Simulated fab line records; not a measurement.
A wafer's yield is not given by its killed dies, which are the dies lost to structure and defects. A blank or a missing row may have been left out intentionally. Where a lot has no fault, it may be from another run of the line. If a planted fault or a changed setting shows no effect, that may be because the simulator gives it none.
Which of the tools did it? || flow n5 finfet || 36 wafers sampled from 12 lots at 1 step of a route of 1938

WHAT THE GAUGES SHOWED, per wafer
N5_MOL_CONTACT_COAG_OVL_MEAS_09.
{"lot": "L075", "measured": "day 4 21:33", "on": "overlay-01", "CA_OVL (nm)": "0.0 -0.4 -1.1"}
{"lot": "L077", "measured": "day 5 11:15", "on": "overlay-01", "CA_OVL (nm)": "0.8 1.5 0.5"}
{"lot": "L079", "measured": "day 5 21:55", "on": "overlay-01", "CA_OVL (nm)": "-0.9 -1.3 -0.2"}
{"lot": "L081", "measured": "day 6 08:13", "on": "overlay-01", "CA_OVL (nm)": "-0.5 0.1 -0.7"}
{"lot": "L083", "measured": "day 6 22:58", "on": "overlay-01", "CA_OVL (nm)": "1.7 0.4 1.1"}
{"lot": "L085", "measured": "day 7 10:38", "on": "overlay-01", "CA_OVL (nm)": "-0.7 0.1 -0.7"}
{"lot": "L086", "measured": "day 8 05:10", "on": "overlay-01", "CA_OVL (nm)": "0.5 0.9 0.1"}
{"lot": "L089", "measured": "day 8 14:08", "on": "overlay-01", "CA_OVL (nm)": "-0.1 0.8 0.0"}
{"lot": "L091", "measured": "day 9 00:19", "on": "overlay-01", "CA_OVL (nm)": "0.1 1.5 0.3"}
{"lot": "L093", "measured": "day 9 14:29", "on": "overlay-01", "CA_OVL (nm)": "-0.2 -1.8 1.0"}
{"lot": "L095", "measured": "day 10 01:43", "on": "overlay-01", "CA_OVL (nm)": "0.3 -0.1 -0.4"}
{"lot": "L097", "measured": "day 10 14:35", "on": "overlay-01", "CA_OVL (nm)": "-0.5 -0.5 -1.2"}

TOOL THAT RAN EACH LOT (tool first, then ch and the chambers of the sampled wafers, then the start)
There is no process step in the record ahead of these readings.

THE ANSWER, worked out from the rows above alone
Rule: the usual values come from the lots themselves. The widest of any qualifying gaps counts: lots, ordered by their means at a reading, are off when they make up no more than a third of the lots, leave a main group of 4 or more, and stand apart from it by 3 or more times the standard deviation of that group's means. Not used: any main group whose means are identical at the precision the tables above print for the reading. Also off: a lot with no number at a reading for which 4 or more lots have one. All remaining lots with rows at the step are treated as sound.
No lot is off at any reading shown: from this, nothing can be told.

WHAT WAS PUT IN BY THE SIMULATOR
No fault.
